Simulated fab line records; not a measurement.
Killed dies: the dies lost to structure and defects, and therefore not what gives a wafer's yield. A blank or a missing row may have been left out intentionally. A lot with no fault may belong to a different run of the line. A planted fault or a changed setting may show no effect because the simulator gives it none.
Lot-split experiment | flow n5-finfet | on a route of 1938 steps: 7 lots, 21 wafers read

## THE SPLIT ITSELF
At N5_BEOL_M1_COAT_61 (time 60 s, resist thk 60 nm), the setting spin-rpm was moved away from the recipe's 1500 rpm on 7 of the 21 wafers read, by -10.7% to +11.1%. All remaining wafers had this setting at the recipe value.

## FROM THE SPLIT TO THE READING: what the file shows between them, 8 steps
- N5_BEOL_M1_COAT_62: time 60 s, resist thk 12 nm
- N5_BEOL_M1_COAT_73: time 60 s, resist thk 5 nm
- N5_BEOL_M1_ETCH_74: etches underlayer in N2/H2, target depth 6.5 nm, time 5.2 s
- N5_BEOL_M1_ETCH_63: etches SiARC in CF4, target depth 15.6 nm, time 26 s
- N5_BEOL_M1_ETCH_64: etches SOC in N2/H2, target depth 75 nm, overetch 15 nm, time 112.5 s
- N5_BEOL_M1_STRIP_65: strips in N2/H2
- N5_BEOL_M1_STRIP_75: strips in N2/H2
- N5_BEOL_M1_STRIP_66: strips in CF4

## THE READING
SOC_of_BEOL_M1_COAT_61.thk-nm (the simulator's own value, which no gauge read), in nm, at N5_BEOL_M1_HM_OPEN_17 (chemistry Cl2/BCl3, target TiN, target depth 20 nm, overetch 6 nm). The file does not state a usual value for it. Average 52.0 nm, standard deviation 0.2 nm, over the 14 wafers here run with the recipe.

wafer  | tool, chamber at the split | spin-rpm as run, rpm | against the recipe | SOC_of_BEOL_M1_COAT_61.thk-nm, nm | against lot-mates on the recipe
L076.3 | litho-track-01, 0          | 1500                 | recipe             | 51.8                              | -
L076.4 | litho-track-01, 0          | 1634                 | +8.9%              | 49.6                              | -2.2
L076.6 | litho-track-01, 0          | 1634                 | +8.9%              | 49.4                              | -2.4
L079.1 | litho-track-01, 0          | 1500                 | recipe             | 51.8                              | -
L079.4 | litho-track-01, 0          | 1500                 | recipe             | 52.2                              | -
L079.6 | litho-track-01, 0          | 1500                 | recipe             | 52                                | -
L086.1 | litho-track-02, 0          | 1544                 | +2.9%              | 51.4                              | -0.6
L086.2 | litho-track-02, 0          | 1544                 | +2.9%              | 51.6                              | -0.4
L086.3 | litho-track-02, 0          | 1500                 | recipe             | 52                                | -
L091.1 | litho-track-02, 0          | 1500                 | recipe             | 52                                | -
L091.2 | litho-track-02, 0          | 1629                 | +8.6%              | 49.4                              | -2.7
L091.4 | litho-track-02, 0          | 1500                 | recipe             | 52.2                              | -
L092.2 | litho-track-02, 0          | 1340                 | -10.7%             | 55.8                              | +4.0
L092.4 | litho-track-02, 0          | 1500                 | recipe             | 51.6                              | -
L092.6 | litho-track-02, 0          | 1500                 | recipe             | 52                                | -
L094.1 | litho-track-05, 0          | 1500                 | recipe             | 52                                | -
L094.6 | litho-track-05, 0          | 1500                 | recipe             | 52                                | -
L094.2 | litho-track-05, 0          | 1500                 | recipe             | 52.2                              | -
L096.1 | litho-track-01, 0          | 1500                 | recipe             | 52.2                              | -
L096.2 | litho-track-01, 0          | 1500                 | recipe             | 52.4                              | -
L096.6 | litho-track-01, 0          | 1667                 | +11.1%             | 49.2                              | -3.1

THE FIT
A straight line over all 21 wafers: SOC_of_BEOL_M1_COAT_61.thk-nm changes by -0.298 nm for each +1% of spin-rpm; r = -0.98; the points scatter about the line by 0.26 nm.
The same after taking each lot's own level away (the mean of its wafers on the recipe; 21 wafers): -0.304 nm for each +1%; r = -0.98; scatter 0.26 nm.
Per that fit: largest spin-rpm move, reading shift of 3.4 nm.
From 51.80 to 52.30 nm: that is the span of the lots' own levels, equal to 2.5 times the standard deviation above.
Consequently the slope shifts little with the lot-to-lot level, the two slopes agreeing.
Check: -3.32 nm against its lot-mates is what the line predicts for one of the wafers moved furthest among these (+11.1%) when that wafer is left out of the fit. Against them it came out at -3.1 nm.

## THE WHOLE CHAIN: every reading that the file lists as answering this split, in the file's order
step                  | what it does                                                          | reading                                                                        | change (the file's fit)               | r (the file's)
N5_BEOL_M1_COAT_61    | time 60 s, resist thk 60 nm                                           | SOC_of_BEOL_M1_COAT_61.thk-nm (the simulator's own value, which no gauge read) | -0.298 nm for each +1% of the setting | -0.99
N5_BEOL_M1_ETCH_64    | etches SOC in N2/H2, target depth 75 nm, overetch 15 nm, time 112.5 s | etch.depth-nm (the simulator's own value, which no gauge read)                 | -0.299 nm for each +1% of the setting | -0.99
N5_BEOL_M1_HM_OPEN_17 | chemistry Cl2/BCl3, target TiN, target depth 20 nm, overetch 6 nm     | SOC_of_BEOL_M1_COAT_61.thk-nm (the simulator's own value, which no gauge read) | -0.306 nm for each +1% of the setting | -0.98

## THE FILE'S OWN FIT
SOC_of_BEOL_M1_COAT_61.thk-nm changes by -0.306 nm for each +1% of spin-rpm, r = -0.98.
